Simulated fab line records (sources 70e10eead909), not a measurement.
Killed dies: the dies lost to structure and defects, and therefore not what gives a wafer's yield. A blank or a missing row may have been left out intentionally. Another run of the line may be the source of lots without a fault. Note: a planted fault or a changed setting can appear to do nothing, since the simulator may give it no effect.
fab line records | flow nandHarc | part 2 of 2: steps 5 to 6 of 6
record: lots: 23 | wafers: 69 | lastDay: 33
route steps=1302 shown A_WL_FILL@977 A_CONTACT@1004
lots that met no fault: taken from a fault-free run of the same line
startH: hours from the record's opening day to when the first of the lot's shown wafers began | waitH: time in hours since the lot's previous step | " identical to the entry in the row above | L1.1+2: a row that stands for several wafers | - no value, or no start given | * or withheld: withheld | < > ~ a bound
route shown NAME@n: a module of which the file shows steps, and the number in the route of the first | usual: average and standard deviation across the fault-free wafers | same: alike in all rows | chamber/n: place in a boat | sites: readings site by site | _std_site: standard deviation across them | _edge_site: outer sites' mean less inner sites' | radiusMm: for every site, how far away it sits from the centre of the wafer | mask NAME#n: copy n | behind: the tool/chamber that last shaped the wafer | hold: what put the lot on hold/how long, in hours/how the hold closed | device: the transistor (n, p or np) that didn't switch | end of line: the same wafers' tests at the end of the route | a step with no rows: only its recipe | killed: dies lost to structure and defects at the first sort, not the wafer's yield | map: per-die view of a wafer (x killed, . not killed, _ where there is no die)
set.NAME: the run value of the setting; set.NAME@STEP: its run value at that earlier step | model.NAME: the simulator's own value behind a step, which no gauge read
a sample of lots followed through the steps of the route, with each step as a table and each wafer as a row
services: when a tool's chamber went out of use (startH, in hours from the record's first day, below 0 if earlier), for how many hours, and the reason
== steps ==
step: NHARC_A_CONTACT_ETCH_78
recipe: targetDepthA: 53000 | overEtchFrac: 0.3 | timeS: 1378 | ionEnergyEv: 150 | o2FlowSccm: 400 | cosFlowSccm: 20 | arFlowSccm: 0 | rfW: 500 | biasW: 300 | chemistry: O2/COS
usual: drypumpMotorCurrentA: 5.7/0.43 | oesProductAu: 1.000/0.01 | rfVppV: 314.3/2.3 | showerheadPlenumPTorr: 3.14/0.15 | throttleValvePct: 28.330/0.0089
lot.wafer | tool       | chamber | startH | waitH | drypumpMotorCurrentA | oesProductAu | rfHoursCounterH | rfVppV | showerheadPlenumPTorr | throttleValvePct
L074.1    | rieDiel-02 | 1       | -      | -     | 6.1                  | 1.012        | 44              | 313.5  | 3.11                  | 28.333
L074.3    | "          | 2       | "      | "     | 6.0                  | 1.005        | 42              | 311.6  | 3.01                  | 28.340
L074.5    | "          | 1       | "      | "     | 6.1                  | 1.017        | -               | 313.3  | 3.11                  | 28.339
L076.4    | rieDiel-06 | 1       | -      | -     | 5.2                  | 0.997        | 2               | 313.4  | 3.00                  | 28.330
L076.3    | "          | 2       | "      | "     | 5.7                  | 0.997        | 5               | 312.6  | 3.09                  | 28.326
L076.1    | "          | 3       | "      | "     | 5.1                  | 0.992        | 5               | 312.9  | 3.02                  | 28.318
L075.2    | rieDiel-02 | 0       | -      | -     | 5.7                  | 1.003        | 45              | 315.8  | 3.29                  | 28.339
L075.4    | "          | 2       | "      | "     | 6.0                  | 0.976        | 44              | 313.8  | 3.01                  | 28.329
L075.3    | "          | 3       | "      | "     | 6.6                  | 1.004        | 34              | 317.8  | 3.33                  | 28.339
L077.2    | rieDiel-06 | 1       | -      | -     | 5.2                  | 0.992        | 7               | 311.6  | 3.00                  | 28.320
L077.1    | "          | 2       | "      | "     | 5.7                  | 0.982        | 9               | 313.2  | 3.09                  | 28.335
L077.6    | "          | 3       | "      | "     | 5.1                  | 0.989        | -               | 312.9  | 3.02                  | 28.335
L080.4    | rieDiel-02 | 1       | -      | -     | 6.1                  | 1.024        | 60              | 314.3  | 3.10                  | 28.320
L080.1    | "          | 2       | "      | "     | 6.0                  | 0.990        | 57              | 311.9  | 3.00                  | 28.322
L080.5    | "          | 1       | "      | "     | 6.1                  | 1.006        | -               | 314.0  | 3.10                  | 28.327
L078.2    | rieDiel-06 | 1       | -      | -     | 5.2                  | 1.005        | 11              | 310.8  | 2.99                  | 28.329
L078.4    | "          | 2       | "      | "     | 5.8                  | 0.999        | 11              | 315.5  | 3.09                  | 28.333
L078.6    | "          | 1       | "      | "     | 5.3                  | 1.006        | -               | 312.6  | 2.99                  | 28.341
L079.3    | rieDiel-06 | 1       | -      | -     | 5.3                  | 1.010        | 12              | 312.6  | 2.99                  | 28.318
L079.5    | "          | 1       | "      | "     | 5.3                  | 1.012        | -               | 312.8  | 2.99                  | 28.319
L079.6    | "          | 2       | "      | "     | 5.8                  | 0.997        | -               | 312.8  | 3.09                  | 28.316
L082.4    | rieDiel-06 | 0       | -      | -     | 5.8                  | 1.013        | 15              | 317.0  | 3.36                  | 28.333
L082.1    | "          | 1       | "      | "     | 5.2                  | 1.008        | 13              | 311.3  | 2.99                  | 28.315
L082.5    | "          | 1       | "      | "     | 5.3                  | 1.012        | -               | 311.9  | 2.99                  | 28.321
L081.2    | rieDiel-06 | 1       | -      | -     | 5.2                  | 1.009        | 14              | 312.8  | 2.99                  | 28.325
L081.3    | "          | 3       | "      | "     | 5.2                  | 0.982        | 15              | 312.0  | 3.01                  | 28.345
L081.6    | "          | 2       | "      | "     | 5.8                  | 0.991        | -               | 313.5  | 3.09                  | 28.342
L083.1    | rieDiel-02 | 2       | -      | -     | 6.1                  | 1.008        | 3               | 310.3  | 2.99                  | 28.320
L083.3    | "          | 3       | "      | "     | 6.6                  | 1.019        | 4               | 317.8  | 3.32                  | 28.341
L083.5    | "          | 3       | "      | "     | 6.6                  | 1.024        | -               | 316.9  | 3.32                  | 28.326
L084.1    | rieDiel-06 | 3       | -      | -     | 5.1                  | 0.996        | 18              | 314.0  | 3.01                  | 28.332
L084.3    | "          | 2       | "      | "     | 5.7                  | 0.995        | 17              | 313.7  | 3.09                  | 28.325
L084.5    | "          | 3       | "      | "     | 5.1                  | 0.997        | -               | 312.1  | 3.01                  | 28.316
L085.2    | rieDiel-09 | 0       | -      | -     | 5.2                  | 1.007        | 37              | 312.3  | 2.96                  | 28.332
L085.3    | "          | 1       | "      | "     | 5.7                  | 0.996        | 40              | 315.5  | 3.27                  | 28.331
L085.6    | "          | 3       | "      | "     | 6.4                  | 0.987        | -               | 311.1  | 2.89                  | 28.320
L086.3    | rieDiel-06 | 1       | -      | -     | 5.3                  | 0.983        | 21              | 312.9  | 2.99                  | 28.316
L086.1    | "          | 2       | "      | "     | 5.7                  | 0.991        | 21              | 314.1  | 3.09                  | 28.321
L086.4    | "          | 3       | "      | "     | 5.1                  | 0.997        | 22              | 313.6  | 3.01                  | 28.326
L087.1    | rieDiel-02 | 1       | -      | -     | 6.2                  | 1.013        | 16              | 313.9  | 3.09                  | 28.338
L087.2    | "          | 2       | "      | "     | 6.0                  | 0.995        | 14              | 311.9  | 2.99                  | 28.329
L087.6    | "          | 0       | "      | "     | 5.8                  | 1.013        | -               | 316.1  | 3.27                  | 28.329
L090.2    | rieDiel-06 | 2       | -      | -     | 5.7                  | 0.994        | 25              | 312.9  | 3.08                  | 28.333
L090.1    | "          | 3       | "      | "     | 5.1                  | 1.011        | 26              | 312.3  | 3.01                  | 28.331
L090.4    | "          | 0       | "      | "     | 5.9                  | 0.995        | 29              | 318.6  | 3.36                  | 28.324
L088.1    | rieDiel-09 | 1       | -      | -     | 5.7                  | 0.996        | 57              | 316.4  | 3.26                  | 28.334
L088.3    | "          | 3       | "      | "     | 6.4                  | 0.997        | 52              | 308.9  | 2.89                  | 28.327
L088.5    | "          | 0       | "      | "     | 5.3                  | 1.010        | -               | 310.9  | 2.95                  | 28.340
L091.4    | rieDiel-06 | 2       | -      | -     | 5.8                  | 0.998        | 1               | 311.8  | 3.08                  | 28.316
L091.5    | "          | 3       | "      | "     | 5.1                  | 1.008        | -               | 311.7  | 3.01                  | 28.325
L091.6    | "          | 0       | "      | "     | 5.8                  | 0.994        | -               | 317.6  | 3.36                  | 28.325
L092.4    | rieDiel-09 | 2       | -      | -     | 5.2                  | 0.990        | 0               | 317.2  | 3.28                  | 28.349
L092.6    | "          | 1       | "      | "     | 5.7                  | 0.983        | -               | 316.9  | 3.26                  | 28.330
L092.5    | "          | 2       | "      | "     | 5.2                  | 1.001        | -               | 316.5  | 3.28                  | 28.329
L093.1    | rieDiel-09 | 3       | -      | -     | 6.4                  | 1.020        | 3               | 317.4  | 3.37                  | 28.322
L093.4    | "          | 0       | "      | "     | 5.3                  | 1.009        | 2               | 311.9  | 2.95                  | 28.321
L093.5    | "          | 3       | "      | "     | 6.4                  | 1.023        | -               | 318.2  | 3.37                  | 28.308
L094.1    | rieDiel-06 | 2       | -      | -     | 5.7                  | 0.987        | 4               | 313.4  | 3.08                  | 28.320
L094.4    | "          | 3       | "      | "     | 5.1                  | 0.990        | 4               | 312.9  | 3.01                  | 28.314
L094.5    | "          | 1       | "      | "     | 5.2                  | 0.976        | -               | 313.3  | 2.98                  | 28.325
L096.4    | rieDiel-06 | 3       | -      | -     | 5.1                  | 0.996        | 5               | 312.0  | 3.01                  | 28.324
L096.1    | "          | 0       | "      | "     | 5.8                  | 1.000        | 5               | 317.8  | 3.35                  | 28.322
L096.6    | "          | 3       | "      | "     | 5.1                  | 1.015        | -               | 312.5  | 3.01                  | 28.336
L095.1    | rieDiel-02 | 2       | -      | -     | 6.1                  | 1.001        | 47              | 312.1  | 2.97                  | 28.328
L095.3    | "          | 3       | "      | "     | 6.6                  | 1.017        | 51              | 315.9  | 3.29                  | 28.336
L095.5    | "          | 2       | "      | "     | 6.0                  | 1.004        | -               | 312.0  | 2.97                  | 28.334
L097.1    | rieDiel-06 | 2       | -      | -     | 5.8                  | 1.013        | 6               | 312.8  | 3.08                  | 28.327
L097.4    | "          | 0       | "      | "     | 5.9                  | 1.001        | 7               | 316.3  | 3.35                  | 28.354
L097.3    | "          | 1       | "      | "     | 5.2                  | 0.980        | 6               | 311.5  | 2.98                  | 28.335
step: NHARC_A_CONTACT_ETCH_129
recipe: sourceW: withheld | pressureMtorr: 20 | biasV: 3000 | timeS: 197 | targetDepthA: 19180 | arFlowSccm: withheld | c4f8FlowSccm: withheld | o2FlowSccm: withheld | chemistry: C4F8/O2/Ar
lot.wafer | tool          | chamber | startH | waitH | rfHoursCounterH
L074.1    | harCapEtch-03 | 1       | 512.78 | 0.1   | 45
L074.3    | "             | 0       | "      | "     | -
L074.5    | "             | 0       | "      | "     | -
L076.1    | harCapEtch-01 | 1       | 520.19 | 0.1   | 1
L076.4    | "             | 0       | "      | "     | -
L076.3    | "             | 1       | "      | "     | -
L075.2    | harCapEtch-02 | 1       | 521.25 | 0.1   | 87
L075.4    | "             | 1       | "      | "     | -
L075.3    | "             | 0       | "      | "     | -
L077.1    | harCapEtch-02 | 1       | 548.83 | 0.1   | 90
L077.2    | "             | 0       | "      | "     | 90
L077.6    | "             | 1       | "      | "     | -
L080.1    | harCapEtch-03 | 1       | 553.87 | 0.1   | 50
L080.4    | "             | 1       | "      | "     | -
L080.5    | "             | 0       | "      | "     | -
L078.2    | harCapEtch-01 | 1       | 574.92 | 0.1   | 11
L078.4    | "             | 0       | "      | "     | -
L078.6    | "             | 1       | "      | "     | -
L079.3    | harCapEtch-03 | 1       | 579.02 | 0.1   | -
L079.5    | "             | 1       | "      | "     | -
L079.6    | "             | 0       | "      | "     | -
L082.1    | harCapEtch-02 | 0       | 581.18 | 0.1   | 97
L082.4    | "             | 0       | "      | "     | -
L082.5    | "             | 0       | "      | "     | -
L081.2    | harCapEtch-03 | 0       | 586.03 | 0.1   | 56
L081.3    | "             | 1       | "      | "     | -
L081.6    | "             | 0       | "      | "     | -
L083.1    | harCapEtch-03 | 0       | 596.02 | 0.1   | 59
L083.3    | "             | 1       | "      | "     | -
L083.5    | "             | 1       | "      | "     | -
L084.1    | harCapEtch-03 | 0       | 608.56 | 0.1   | 61
L084.3    | "             | 1       | "      | "     | -
L084.5    | "             | 0       | "      | "     | -
L085.2    | harCapEtch-02 | 0       | 627.27 | 0.1   | 104
L085.3    | "             | 0       | "      | "     | -
L085.6    | "             | 0       | "      | "     | -
L086.1    | harCapEtch-03 | 0       | 633.16 | 0.1   | 65
L086.4    | "             | 0       | "      | "     | -
L086.3    | "             | 1       | "      | "     | -
L087.2    | harCapEtch-02 | 0       | 637.56 | 0.1   | 106
L087.1    | "             | 1       | "      | "     | 106
L087.6    | "             | 1       | "      | "     | -
L090.2    | harCapEtch-01 | 1       | 662.26 | 0.1   | 29
L090.1    | "             | 0       | "      | "     | 29
L090.4    | "             | 0       | "      | "     | -
L088.1    | harCapEtch-02 | 1       | 671.42 | 0.1   | 111
L088.3    | "             | 0       | "      | "     | -
L088.5    | "             | 0       | "      | "     | -
L091.4    | harCapEtch-02 | 1       | 686.62 | 0.1   | -
L091.6    | "             | 0       | "      | "     | -
L091.5    | "             | 1       | "      | "     | -
L092.4    | harCapEtch-01 | 0       | 687.85 | 0.1   | -
L092.6    | "             | 0       | "      | "     | -
L092.5    | "             | 1       | "      | "     | -
L093.1    | harCapEtch-02 | 1       | 703.24 | 0.1   | 117
L093.4    | "             | 1       | "      | "     | -
L093.5    | "             | 1       | "      | "     | -
L094.1    | harCapEtch-01 | 1       | 706.37 | 0.1   | 37
L094.4    | "             | 0       | "      | "     | -
L094.5    | "             | 1       | "      | "     | -
L096.1    | harCapEtch-01 | 1       | 728.68 | 0.1   | 41
L096.4    | "             | 0       | "      | "     | -
L096.6    | "             | 1       | "      | "     | -
L095.1    | harCapEtch-03 | 1       | 729.98 | 0.1   | 83
L095.3    | "             | 0       | "      | "     | -
L095.5    | "             | 1       | "      | "     | -
L097.1    | harCapEtch-02 | 1       | 733.21 | 0.2   | 122
L097.4    | "             | 1       | "      | "     | -
L097.3    | "             | 0       | "      | "     | -
== services ==
tool          | chamber | startH | hours | kind
rieDiel-06    | -       | 482.69 | 7.1   | repair
cmp-01        | -       | 489.60 | 4.0   | pm
harCapEtch-02 | -       | 495.80 | 0.8   | repair
rieDiel-09    | -       | 497.16 | 9.0   | pm
cmp-04        | -       | 503.93 | 4.0   | pm
rieDiel-06    | 1       | 506.86 | 6.1   | repair
cmp-04        | -       | 542.94 | 0.5   | repair
harCapEtch-03 | -       | 549.22 | 1.5   | repair
rieDiel-06    | 2       | 550.43 | 13.4  | repair
rieDiel-06    | -       | 559.49 | 0.5   | repair
cmp-04        | -       | 564.73 | 4.1   | repair
rieDiel-02    | -       | 572.90 | 9.0   | pm
cmp-01        | -       | 587.60 | 4.0   | pm
rieDiel-06    | -       | 600.79 | 1.0   | repair
cmp-04        | -       | 601.93 | 4.0   | pm
rieDiel-09    | 0       | 627.47 | 2.9   | repair
rieDiel-02    | -       | 642.04 | 1.2   | repair
rieDiel-06    | -       | 666.76 | 9.0   | pm
rieDiel-09    | -       | 674.21 | 9.0   | pm
rieDiel-02    | 3       | 691.66 | 2.9   | repair
rieDiel-02    | -       | 707.07 | 0.2   | repair
rieDiel-06    | 2       | 711.45 | 9.1   | repair
rieDiel-09    | 1       | 720.68 | 1.7   | repair
rieDiel-09    | 1       | 724.68 | 3.9   | repair
